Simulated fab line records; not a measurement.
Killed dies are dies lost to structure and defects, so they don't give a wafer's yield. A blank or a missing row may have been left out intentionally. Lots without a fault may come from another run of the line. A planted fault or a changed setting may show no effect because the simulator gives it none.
Problem report in the 8D (eight disciplines) form, filled by code | flow n5Finfet | the parts of the form that need people (team, actions taken, sign-off) are left out

## 1. WHAT IS WRONG
Wafers free of any fault read 53.8 nm (standard deviation 0.84) for HMC_CMP_THK at N5_PMOS_HMC_CHANNEL_EPI_THK_MEAS_22, against a mean of 39.9 nm on 6 wafers of 2 lots. Relative to the usual mean, that is a shift of -17 standard deviations.
Earliest sighting: wafer L863.1 on filmMetro-01 at day 6 13:23. At this step, 39 wafers from 14 lots have a number in the record. The rule behind "out" and "out of limits": a value lying over 4 standard deviations away from the usual mean. All remaining wafers that have a number are taken as sound.

## 2. WHAT IT IS AND WHAT IT IS NOT
question                    | is                         | is not
which readings at this step | HMC_CMP_THK                | -
which lots                  | L863, L865                 | L845, L846, L847, L848, L849, L850, L851, L852, L853, L854, L855, L856
which wafers of those lots  | all that have a number     | -
read on which gauges        | filmMetro-01, filmMetro-02 | -
when                        | from day 6 13:23           | up to then (33 sound wafers)

## 3. THE SUSPECTS, EACH WITH WHAT RULES IT OUT
Counting: a tool stays on the suspect list if, at a process step up to the reading, it processed all lots that are out and no sound lot following the first of them.
- the gauge at N5_PMOS_HMC_CHANNEL_EPI_THK_MEAS_22 is ruled out. 2 gauges (filmMetro-01, filmMetro-02) read the wafers that are out.
- epiRpcvd-04 at N5_PMOS_HMC_CHANNEL_EPI_EPI_20 (deposits SiGe30, target thk 59 nm): kept. It ran every lot that is out, first L863 (day 6 11:45), and no sound lot after that; its last sound lot up to then is L856 (day 4 17:54).
The count leaves epiRpcvd-04 at N5_PMOS_HMC_CHANNEL_EPI_EPI_20.

## 4. THE CAUSE (what the simulator had put in)
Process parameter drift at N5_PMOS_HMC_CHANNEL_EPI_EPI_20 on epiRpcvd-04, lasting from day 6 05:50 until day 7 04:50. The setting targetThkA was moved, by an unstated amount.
Only this tool survived the counting.

## 5. THE EFFECT CHAIN, in route order
Each row: a reading where the mean over the struck wafers with a number is more than 3 standard deviations away from the usual. Only readings whose record carries a usual standard deviation are examined. hours: median over the lots of the time between each lot's start at the first step of this table that gives one and its start at this step. sigmas: the change, counted in usual standard deviations.
hours | step                                | reading     | usual        | on struck wafers | change | sigmas
0     | N5_PMOS_HMC_CHANNEL_EPI_THK_MEAS_22 | HMC_CMP_THK | 53.8 nm      | 39.9             | -13.9  | -17
154   | N5_BEOL_M4_RC_MEAS_101              | CJ_P        | 5.79         | 5.09             | -0.70  | -3.9
154   | N5_BEOL_M4_RC_MEAS_101              | DIBL_P      | 35.9 mV/V    | 106.7            | +70.8  | +39
154   | N5_BEOL_M4_RC_MEAS_101              | IOFF_P      | 0.21 nA/um   | 23.89            | +23.68 | +99 or more
154   | N5_BEOL_M4_RC_MEAS_101              | IOFF_P_85C  | 3.6 nA/um    | 188.8            | +185.2 | +99 or more
154   | N5_BEOL_M4_RC_MEAS_101              | IOFF_P_LIN  | 0.099 nA/um  | 0.405            | +0.306 | +26
154   | N5_BEOL_M4_RC_MEAS_101              | ION_P       | 462 uA/um    | 356              | -106   | -14
154   | N5_BEOL_M4_RC_MEAS_101              | REXT_P      | 101.0 ohm.um | 119.7            | +18.7  | +8.1
154   | N5_BEOL_M4_RC_MEAS_101              | RS_NWELL    | 1037 ohm/sq  | 1069             | +32    | +4.9
154   | N5_BEOL_M4_RC_MEAS_101              | SS_P        | 73.2 mV/dec  | 131.8            | +58.6  | +99 or more
At these later measuring or inspecting steps, every struck wafer for which the step has a row has a number for every such reading, and none has moved that far: N5_FIN_SAQP_THK_MEAS_05.

## 6. HOW IT WOULD HAVE BEEN CAUGHT EARLIER
The first out-of-limits reading at a measuring or inspecting step in this record came at day 6 13:23, 8 hours after the fault's start at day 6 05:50.
An alarm limit of 4 standard deviations would not have fired on the tool readings at N5_PMOS_HMC_CHANNEL_EPI_EPI_20 for which the record gives a usual standard deviation, since none of them was out on any struck wafer.
L865, from the lots that are out (2), started N5_PMOS_HMC_CHANNEL_EPI_EPI_20 on epiRpcvd-04 later than day 6 13:23. It would have been spared by a hold on the tool at that moment.
